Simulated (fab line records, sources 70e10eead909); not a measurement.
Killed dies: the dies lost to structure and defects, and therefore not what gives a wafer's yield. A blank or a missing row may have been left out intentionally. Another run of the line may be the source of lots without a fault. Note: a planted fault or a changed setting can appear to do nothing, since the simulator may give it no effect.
fab line records    flow nand-harc    part 1 of 2: steps 1 to 4 of 6
record: lots: 22  wafers: 66  last-day: 24
route steps=1159 shown A_STAIRCASE@559
lots with no fault: from the same line, run without faults
start-h: hours from the record's first day to the start of the lot's first wafer shown    wait-h: hours elapsed since this lot's preceding step    " the same as in the row above    L1.1+2: a single row standing in for several wafers    - either no value or no given start    * or withheld: withheld    < > ~ a bound
route shown NAME@n: names a module that has steps shown in the file, with the first one's number in the route    usual: average and standard deviation across the fault-free wafers    same: alike in all rows    chamber/n: place in a boat    sites: the reading at each site    _std_site: standard deviation of those values    _edge_site: mean of outer sites minus mean of inner sites    radius-mm: how far each site lies from the wafer's centre    mask NAME#n: copy n    behind: tool/chamber where the wafer was last shaped    hold: reason for holding the lot/hours on hold/outcome of the hold    device: transistor that didn't switch, given as n, p or np    end of line: tests of these same wafers at the route's end    for a step that has no rows: nothing shown but its recipe    killed: dies that structure and defects cost at the first sort, which is not the same as the wafer's yield    map: the dies of a wafer, with x for killed, . for not killed, _ for no die there
set.NAME: the setting the step ran with; set.NAME@STEP: the setting that earlier step ran with    model.NAME: the simulator's own value behind a step, which no gauge read
a sample of lots followed through the steps of the route, with each step as a table and each wafer as a row
services: when a tool's chamber went out of use (start-h, in hours from the record's first day, below 0 if earlier), for how many hours, and the reason
== steps ==
step: NHARC_A_STAIRCASE_TRIM_22
recipe: time-s: 211.2  o2-flow-sccm: 500  ar-flow-sccm: 0  bias-w: 0  chemistry: O2
usual: chamber-pressure-mTorr: 60.01/0.056  drypump-motor-current-A: 5.9/0.38  o2-flow-sccm: 500.0/1.5  oes-product-au: 1.000/0.01  rf-vpp-V: 57.8/0.93  showerhead-plenum-p-Torr: 3.56/0.16  throttle-valve-pct: 17.036/0.0087
lot.wafer  tool         chamber  start-h  wait-h  chamber-pressure-mTorr  drypump-motor-current-A  o2-flow-sccm  oes-product-au  rf-hours-counter-h  rf-vpp-V  showerhead-plenum-p-Torr  throttle-valve-pct
L074.4     rie-diel-02  2        -        -       59.91                   5.2                      500.8         0.989           27                  55.8      3.49                      17.032
L074.5     "            3        "        "       60.06                   6.4                      501.7         0.988           -                   58.4      3.57                      17.022
L074.6     "            0        "        "       60.07                   6.1                      498.2         0.991           -                   58.9      3.39                      17.041
L076.3     rie-diel-10  1        -        -       60.00                   5.7                      499.2         1.000           27                  57.7      3.79                      17.037
L076.5     "            1        "        "       60.05                   5.7                      501.8         0.988           -                   59.4      3.79                      17.041
L076.6     "            2        "        "       59.98                   6.4                      501.5         0.993           -                   58.9      3.64                      17.042
L077.4     rie-diel-02  3        -        -       59.96                   6.3                      501.1         1.006           38                  58.1      3.56                      17.041
L077.2     "            0        "        "       60.05                   6.1                      499.9         1.000           40                  57.3      3.38                      17.032
L077.1     "            1        "        "       59.94                   5.4                      501.9         0.998           37                  58.8      3.43                      17.038
L078.6     rie-diel-10  3        -        -       60.06                   5.9                      498.4         1.002           -                   55.7      3.28                      17.028
L078.4     "            0        "        "       60.06                   6.2                      501.4         1.001           -                   58.5      3.72                      17.021
L078.5     "            1        "        "       59.99                   5.7                      500.4         0.989           -                   57.3      3.79                      17.038
L081.2     rie-diel-10  0        -        -       60.01                   6.2                      496.4         0.999           24                  59.1      3.71                      17.030
L081.1     "            3        "        "       59.94                   5.9                      502.5         1.004           30                  56.1      3.28                      17.018
L081.4     "            3        "        "       59.97                   5.9                      500.2         1.010           -                   56.6      3.28                      17.045
L079.2     rie-diel-02  2        -        -       59.91                   5.3                      501.7         0.992           42                  56.9      3.48                      17.045
L079.1     "            3        "        "       60.04                   6.3                      502.6         0.988           44                  58.4      3.56                      17.050
L079.6     "            1        "        "       60.00                   5.4                      499.5         0.999           -                   56.4      3.43                      17.026
L080.3     rie-diel-10  1        -        -       60.02                   5.7                      504.7         0.998           35                  57.3      3.79                      17.037
L080.6     "            1        "        "       59.95                   5.7                      501.4         0.999           -                   58.0      3.79                      17.027
L080.5     "            2        "        "       59.98                   6.4                      497.5         0.994           -                   58.8      3.64                      17.032
L082.4     rie-diel-06  1        -        -       59.94                   6.0                      500.9         1.015           16                  58.6      3.80                      17.026
L082.5     "            1        "        "       60.03                   6.0                      502.6         1.008           -                   58.0      3.80                      17.029
L082.6     "            2        "        "       60.11                   5.5                      500.1         1.009           -                   57.6      3.59                      17.028
L084.1     rie-diel-06  2        -        -       59.95                   5.5                      500.4         1.014           13                  57.0      3.59                      17.046
L084.2     "            3        "        "       60.02                   6.0                      496.6         1.015           16                  57.5      3.68                      17.034
L084.4     "            1        "        "       60.05                   6.0                      498.6         1.012           -                   56.3      3.80                      17.028
L083.4     rie-diel-06  2        -        -       60.07                   5.4                      500.6         1.015           17                  57.2      3.59                      17.037
L083.6     "            0        "        "       59.92                   6.5                      502.2         0.989           -                   57.5      3.48                      17.030
L083.5     "            1        "        "       59.94                   6.1                      499.0         0.996           -                   59.7      3.80                      17.043
L090.1     rie-diel-10  1        -        -       60.08                   5.7                      500.4         0.991           52                  57.9      3.78                      17.034
L090.4     "            3        "        "       59.95                   5.9                      500.1         0.991           49                  57.5      3.27                      17.027
L090.5     "            1        "        "       60.01                   5.7                      501.1         0.986           -                   59.1      3.78                      17.047
L089.4     rie-diel-10  3        -        -       60.06                   6.0                      500.0         0.999           49                  57.4      3.27                      17.039
L089.5     "            0        "        "       59.98                   6.2                      501.1         1.009           -                   58.7      3.70                      17.046
L089.6     "            1        "        "       59.92                   5.7                      499.1         0.998           -                   57.5      3.78                      17.039
L087.1     rie-diel-10  1        -        -       60.06                   5.7                      501.4         0.989           53                  58.4      3.78                      17.039
L087.5     "            3        "        "       60.03                   5.9                      499.3         1.003           -                   56.0      3.27                      17.024
L087.6     "            0        "        "       60.12                   6.2                      499.4         1.001           -                   57.6      3.70                      17.028
L088.1     rie-diel-02  2        -        -       60.09                   5.2                      501.1         1.002           60                  58.7      3.47                      17.034
L088.3     "            1        "        "       60.02                   5.4                      501.7         0.996           65                  58.4      3.41                      17.041
L088.6     "            3        "        "       60.02                   6.3                      499.2         0.995           -                   59.2      3.55                      17.040
L086.3     rie-diel-10  1        -        -       60.07                   5.7                      498.7         0.988           54                  57.8      3.78                      17.025
L086.1     "            2        "        "       59.90                   6.4                      501.6         1.008           44                  58.4      3.63                      17.050
L086.6     "            0        "        "       60.07                   6.2                      501.6         0.998           -                   58.9      3.70                      17.039
L091.3     rie-diel-06  1        -        -       59.99                   6.0                      500.0         1.009           33                  58.4      3.79                      17.042
L091.1     "            3        "        "       60.04                   6.0                      501.5         1.021           33                  57.8      3.67                      17.037
L091.4     "            0        "        "       60.01                   6.4                      500.9         0.980           32                  58.0      3.47                      17.024
L092.1     rie-diel-02  3        -        -       60.13                   6.3                      500.6         1.020           0                   57.8      3.55                      17.018
L092.2     "            2        "        "       60.04                   5.2                      498.9         1.006           0                   58.7      3.47                      17.037
L092.5     "            3        "        "       60.04                   6.3                      499.9         1.019           -                   58.2      3.55                      17.042
L093.1     rie-diel-06  3        -        -       59.92                   6.0                      499.3         1.015           37                  57.7      3.67                      17.040
L093.3     "            0        "        "       59.91                   6.5                      501.5         0.991           37                  58.1      3.47                      17.042
L093.4     "            1        "        "       60.00                   6.0                      501.3         1.014           37                  58.7      3.79                      17.026
L094.2     rie-diel-06  3        -        -       59.94                   6.0                      499.1         1.010           41                  57.3      3.67                      17.041
L094.1     "            0        "        "       60.05                   6.5                      500.6         0.997           41                  57.2      3.46                      17.032
L094.4     "            1        "        "       59.95                   6.0                      500.0         1.000           41                  59.8      3.78                      17.054
L096.2     rie-diel-02  1        -        -       59.94                   5.4                      500.8         1.008           8                   59.0      3.41                      17.042
L096.1     "            2        "        "       59.98                   5.2                      499.2         1.007           7                   57.7      3.47                      17.037
L096.6     "            0        "        "       60.05                   6.1                      500.5         0.996           -                   58.7      3.36                      17.043
L095.3     rie-diel-06  0        -        -       60.03                   6.5                      500.6         0.997           43                  56.9      3.46                      17.016
L095.4     "            2        "        "       60.15                   5.5                      499.6         1.023           40                  57.0      3.58                      17.023
L095.6     "            0        "        "       59.98                   6.5                      502.7         0.997           -                   57.2      3.46                      17.033
L097.2     rie-diel-02  1        -        -       59.99                   5.4                      501.4         1.002           16                  58.2      3.40                      17.037
L097.1     "            2        "        "       60.05                   5.2                      499.7         1.002           14                  57.4      3.46                      17.037
L097.4     "            0        "        "       59.92                   6.1                      500.1         0.992           17                  58.5      3.36                      17.028
step: NHARC_A_STAIRCASE_ETCH_23
recipe: target-depth-a: 1000  time-s: 40.5  ion-energy-ev: 400  c4f8-flow-sccm: 20  o2-flow-sccm: 10  ar-flow-sccm: withheld  rf-w: 600  bias-w: 1000  chemistry: C4F8/O2
usual: chamber-pressure-mTorr: 25.000/0.023  oes-product-au: 0.942/0.013  rf-vpp-V: 897/6.1
lot.wafer  tool         chamber  start-h  wait-h  chamber-pressure-mTorr  oes-product-au  rf-hours-counter-h  rf-vpp-V
L074.4     rie-diel-02  2        -        -       25.003                  0.927           27                  895
L074.5     "            0        "        "       24.999                  0.927           -                   890
L074.6     "            1        "        "       24.968                  0.932           -                   892
L076.3     rie-diel-10  1        -        -       24.965                  0.954           27                  905
L076.5     "            3        "        "       24.974                  0.957           -                   886
L076.6     "            2        "        "       24.988                  0.960           -                   901
L077.2     rie-diel-02  0        -        -       24.985                  0.942           40                  891
L077.1     "            1        "        "       24.998                  0.961           37                  892
L077.4     "            2        "        "       25.024                  0.946           36                  894
L078.5     rie-diel-10  1        -        -       24.989                  0.951           -                   905
L078.4     "            3        "        "       24.953                  0.954           -                   887
L078.6     "            0        "        "       24.980                  0.941           -                   903
L079.1     rie-diel-02  1        -        -       25.015                  0.925           43                  893
L079.2     "            2        "        "       25.016                  0.937           42                  894
L079.6     "            0        "        "       24.993                  0.925           -                   890
L081.2     rie-diel-10  1        -        -       25.013                  0.951           33                  907
L081.1     "            3        "        "       24.957                  0.955           30                  887
L081.4     "            0        "        "       25.016                  0.955           -                   902
L080.3     rie-diel-10  3        -        -       24.990                  0.954           33                  887
L080.5     "            1        "        "       25.014                  0.941           -                   905
L080.6     "            2        "        "       24.970                  0.932           -                   901
L082.4     rie-diel-06  3        -        -       25.016                  0.970           -                   901
L082.6     "            1        "        "       25.008                  0.951           -                   905
L082.5     "            2        "        "       25.038                  0.958           -                   899
L084.2     rie-diel-06  2        -        -       25.018                  0.959           13                  897
L084.1     "            3        "        "       24.983                  0.958           16                  901
L084.4     "            1        "        "       24.941                  0.962           -                   906
L083.4     rie-diel-06  0        -        -       25.019                  0.914           18                  894
L083.5     "            0        "        "       24.986                  0.914           -                   893
L083.6     "            1        "        "       25.013                  0.939           -                   906
L090.1     rie-diel-10  1        -        -       25.015                  0.942           52                  903
L090.4     "            2        "        "       24.999                  0.933           42                  901
L090.5     "            1        "        "       24.991                  0.939           -                   905
L089.4     rie-diel-10  3        -        -       25.033                  0.936           49                  886
L089.6     "            2        "        "       25.010                  0.924           -                   900
L089.5     "            3        "        "       25.017                  0.929           -                   886
L087.1     rie-diel-10  3        -        -       24.972                  0.928           50                  887
L087.6     "            1        "        "       25.040                  0.937           -                   904
L087.5     "            2        "        "       24.983                  0.937           -                   900
L088.3     rie-diel-02  2        -        -       25.009                  0.921           60                  893
L088.1     "            0        "        "       25.005                  0.930           65                  890
L088.6     "            1        "        "       25.029                  0.924           -                   890
L086.3     rie-diel-10  0        -        -       25.007                  0.941           45                  902
L086.1     "            2        "        "       24.950                  0.925           44                  900
L086.6     "            3        "        "       25.008                  0.934           -                   886
L091.1     rie-diel-06  0        -        -       25.005                  0.926           33                  894
L091.3     "            2        "        "       24.971                  0.946           29                  897
L091.4     "            3        "        "       25.010                  0.949           33                  902
L092.2     rie-diel-02  3        -        -       25.019                  0.954           0                   898
L092.1     "            0        "        "       24.966                  0.939           0                   889
L092.5     "            3        "        "       24.974                  0.947           -                   895
L093.4     rie-diel-06  3        -        -       25.014                  0.953           38                  900
L093.3     "            0        "        "       25.008                  0.933           37                  894
L093.1     "            2        "        "       24.969                  0.943           34                  898
L094.2     rie-diel-06  3        -        -       25.007                  0.940           41                  902
L094.1     "            0        "        "       24.939                  0.937           41                  894
L094.4     "            1        "        "       24.979                  0.940           41                  905
L096.1     rie-diel-02  3        -        -       25.005                  0.957           7                   896
L096.2     "            0        "        "       25.019                  0.932           8                   890
L096.6     "            3        "        "       24.996                  0.943           -                   898
L095.4     rie-diel-06  2        -        -       24.991                  0.960           40                  898
L095.3     "            0        "        "       25.019                  0.933           43                  894
L095.6     "            2        "        "       24.990                  0.944           -                   898
L097.1     rie-diel-02  1        -        -       24.997                  0.947           16                  891
L097.2     "            2        "        "       25.002                  0.939           14                  893
L097.4     "            0        "        "       24.973                  0.946           17                  889
step: NHARC_A_STAIRCASE_ETCH_25
recipe: target-depth-a: 1000  time-s: 40.5  ion-energy-ev: 400  c4f8-flow-sccm: 20  o2-flow-sccm: 10  ar-flow-sccm: withheld  rf-w: 600  bias-w: 1000  chemistry: C4F8/O2
usual: chamber-pressure-mTorr: 25.003/0.021  oes-product-au: 0.943/0.011  rf-vpp-V: 897/6.1
lot.wafer  tool         chamber  start-h  wait-h  chamber-pressure-mTorr  oes-product-au  rf-hours-counter-h  rf-vpp-V
L074.4     rie-diel-02  1        -        -       25.010                  0.957           29                  891
L074.5     "            0        "        "       24.994                  0.945           -                   892
L074.6     "            1        "        "       25.031                  0.971           -                   892
L076.3     rie-diel-10  2        -        -       25.012                  0.939           23                  901
L076.5     "            2        "        "       25.052                  0.942           -                   900
L076.6     "            3        "        "       24.977                  0.947           -                   888
L077.4     rie-diel-02  3        -        -       25.005                  0.932           39                  898
L077.1     "            1        "        "       24.991                  0.945           37                  893
L077.2     "            2        "        "       24.987                  0.941           36                  896
L078.4     rie-diel-10  0        -        -       25.007                  0.953           -                   904
L078.5     "            1        "        "       24.992                  0.949           -                   907
L078.6     "            3        "        "       25.035                  0.948           -                   885
L079.2     rie-diel-02  0        -        -       25.005                  0.935           45                  890
L079.1     "            1        "        "       25.018                  0.937           43                  892
L079.6     "            2        "        "       25.045                  0.932           -                   894
L081.2     rie-diel-10  1        -        -       24.995                  0.945           33                  905
L081.1     "            3        "        "       25.032                  0.946           30                  886
L081.4     "            3        "        "       25.000                  0.935           -                   886
L080.3     rie-diel-10  2        -        -       25.001                  0.931           25                  900
L080.6     "            0        "        "       24.977                  0.949           -                   901
L080.5     "            1        "        "       24.992                  0.932           -                   905
L082.4     rie-diel-06  3        -        -       25.025                  0.939           -                   902
L082.5     "            1        "        "       24.971                  0.948           -                   905
L082.6     "            2        "        "       25.020                  0.937           -                   899
L084.1     rie-diel-06  1        -        -       24.997                  0.961           17                  907
L084.2     "            2        "        "       24.969                  0.959           14                  898
L084.4     "            1        "        "       24.997                  0.961           -                   906
L083.4     rie-diel-06  3        -        -       24.981                  0.947           19                  901
L083.5     "            1        "        "       24.988                  0.941           -                   904
L083.6     "            2        "        "       24.949                  0.949           -                   899
L090.1     rie-diel-10  0        -        -       25.030                  0.920           42                  902
L090.4     "            2        "        "       24.982                  0.931           42                  899
L090.5     "            0        "        "       25.010                  0.930           -                   902
L089.4     rie-diel-10  3        -        -       25.022                  0.948           50                  885
L089.6     "            2        "        "       24.960                  0.935           -                   900
L089.5     "            3        "        "       25.034                  0.942           -                   887
L087.1     rie-diel-10  0        -        -       24.985                  0.927           43                  903
L087.6     "            2        "        "       25.002                  0.942           -                   901
L087.5     "            3        "        "       25.006                  0.941           -                   886
L088.1     rie-diel-02  2        -        -       24.976                  0.948           60                  894
L088.3     "            0        "        "       25.036                  0.935           65                  889
L088.6     "            2        "        "       25.030                  0.957           -                   894
L086.3     rie-diel-10  1        -        -       24.991                  0.932           55                  905
L086.1     "            2        "        "       24.970                  0.941           44                  899
L086.6     "            0        "        "       24.975                  0.936           -                   902
L091.3     rie-diel-06  2        -        -       25.053                  0.933           29                  897
L091.1     "            0        "        "       24.998                  0.919           33                  895
L091.4     "            1        "        "       25.011                  0.933           33                  906
L092.1     rie-diel-02  1        -        -       25.000                  0.958           0                   891
L092.2     "            2        "        "       24.993                  0.947           0                   894
L092.5     "            2        "        "       24.982                  0.941           -                   894
L093.1     rie-diel-06  3        -        -       25.002                  0.953           38                  900
L093.3     "            0        "        "       24.987                  0.915           38                  894
L093.4     "            2        "        "       24.973                  0.937           34                  898
L094.1     rie-diel-06  1        -        -       25.022                  0.963           42                  905
L094.2     "            2        "        "       25.044                  0.949           37                  898
L094.4     "            3        "        "       24.991                  0.950           41                  900
L096.1     rie-diel-02  1        -        -       24.994                  0.950           8                   893
L096.2     "            3        "        "       24.998                  0.952           8                   895
L096.6     "            0        "        "       25.056                  0.951           -                   891
L095.4     rie-diel-06  1        -        -       24.985                  0.953           45                  906
L095.3     "            2        "        "       25.030                  0.958           40                  897
L095.6     "            1        "        "       24.986                  0.958           -                   905
L097.4     rie-diel-02  0        -        -       25.008                  0.939           17                  891
L097.2     "            1        "        "       24.998                  0.954           16                  892
L097.1     "            2        "        "       25.027                  0.939           15                  894
step: NHARC_A_STAIRCASE_ETCH_197
recipe: target-depth-a: 1000  time-s: 40.5  ion-energy-ev: 400  c4f8-flow-sccm: 20  o2-flow-sccm: 10  ar-flow-sccm: withheld  rf-w: 600  bias-w: 1000  chemistry: C4F8/O2
usual: chamber-pressure-mTorr: 25.001/0.025  oes-product-au: 0.941/0.02  rf-vpp-V: 896/5.8
lot.wafer  tool         chamber  start-h  wait-h  chamber-pressure-mTorr  oes-product-au  rf-hours-counter-h  rf-vpp-V
L074.4     rie-diel-02  3        -        -       25.016                  0.937           29                  898
L074.5     "            1        "        "       24.992                  0.929           -                   892
L074.6     "            2        "        "       25.045                  0.939           -                   895
L076.3     rie-diel-10  2        -        -       24.993                  0.954           24                  901
L076.5     "            3        "        "       25.024                  0.992           -                   886
L076.6     "            0        "        "       24.995                  0.982           -                   901
L077.2     rie-diel-02  3        -        -       25.031                  0.921           40                  896
L077.1     "            0        "        "       25.033                  0.915           42                  890
L077.4     "            2        "        "       24.999                  0.922           38                  895
L078.6     rie-diel-10  0        -        -       25.010                  0.944           -                   902
L078.5     "            1        "        "       25.000                  0.937           -                   905
L078.4     "            3        "        "       24.992                  0.947           -                   886
L079.2     rie-diel-02  2        -        -       25.018                  0.964           43                  895
L079.1     "            1        "        "       24.973                  0.972           44                  892
L079.6     "            2        "        "       25.011                  0.963           -                   894
L081.4     rie-diel-06  3        -        -       24.981                  0.969           8                   900
L081.1     "            0        "        "       25.033                  0.919           8                   895
L081.2     "            1        "        "       24.970                  0.942           8                   905
L080.3     rie-diel-10  1        -        -       25.003                  0.965           37                  905
L080.5     "            2        "        "       25.002                  0.980           -                   900
L080.6     "            3        "        "       24.983                  0.981           -                   887
L082.4     rie-diel-10  3        -        -       25.023                  0.940           40                  886
L082.6     "            0        "        "       24.991                  0.942           -                   902
L082.5     "            1        "        "       25.020                  0.948           -                   904
L084.1     rie-diel-10  3        -        -       25.057                  0.954           43                  887
L084.2     "            1        "        "       24.991                  0.949           46                  904
L084.4     "            2        "        "       24.982                  0.947           36                  901
L083.4     rie-diel-02  2        -        -       25.014                  0.967           49                  896
L083.6     "            2        "        "       24.969                  0.971           -                   894
L083.5     "            3        "        "       25.030                  0.959           -                   897
L090.4     rie-diel-02  1        -        -       24.980                  0.914           65                  892
L090.1     "            2        "        "       24.974                  0.921           60                  894
L090.5     "            0        "        "       24.999                  0.907           -                   890
L087.1     rie-diel-06  2        -        -       24.974                  0.937           24                  898
L087.5     "            3        "        "       24.999                  0.943           -                   901
L087.6     "            0        "        "       24.998                  0.916           -                   893
L089.4     rie-diel-10  1        -        -       25.025                  0.955           55                  905
L089.5     "            2        "        "       24.993                  0.953           -                   900
L089.6     "            3        "        "       25.045                  0.948           -                   886
L088.3     rie-diel-06  3        -        -       25.042                  0.943           30                  900
L088.1     "            2        "        "       24.990                  0.949           26                  898
L088.6     "            0        "        "       25.003                  0.920           -                   894
L086.1     rie-diel-06  1        -        -       24.990                  0.952           31                  906
L086.3     "            2        "        "       25.011                  0.957           27                  897
L086.6     "            0        "        "       25.003                  0.927           -                   893
L091.3     rie-diel-06  0        -        -       25.033                  0.921           34                  894
L091.4     "            1        "        "       24.972                  0.948           35                  905
L091.1     "            2        "        "       24.987                  0.953           31                  899
L092.1     rie-diel-10  3        -        -       24.979                  0.944           59                  886
L092.2     "            0        "        "       25.027                  0.946           54                  902
L092.5     "            3        "        "       24.961                  0.943           -                   886
L093.3     rie-diel-02  3        -        -       25.005                  0.947           4                   897
L093.4     "            0        "        "       24.960                  0.944           4                   891
L093.1     "            1        "        "       24.992                  0.961           4                   890
L094.1     rie-diel-10  0        -        -       24.997                  0.966           0                   902
L094.2     "            1        "        "       24.936                  0.962           0                   904
L094.4     "            2        "        "       25.065                  0.953           0                   899
L096.2     rie-diel-02  1        -        -       25.025                  0.923           10                  892
L096.1     "            2        "        "       24.994                  0.922           9                   894
L096.6     "            1        "        "       24.987                  0.928           -                   892
L095.4     rie-diel-02  1        -        -       25.018                  0.948           12                  890
L095.3     "            3        "        "       25.027                  0.937           12                  897
L095.6     "            0        "        "       25.019                  0.931           -                   890
L097.1     rie-diel-02  0        -        -       24.969                  0.903           20                  889
L097.4     "            2        "        "       24.988                  0.922           16                  894
L097.2     "            3        "        "       25.003                  0.929           18                  897
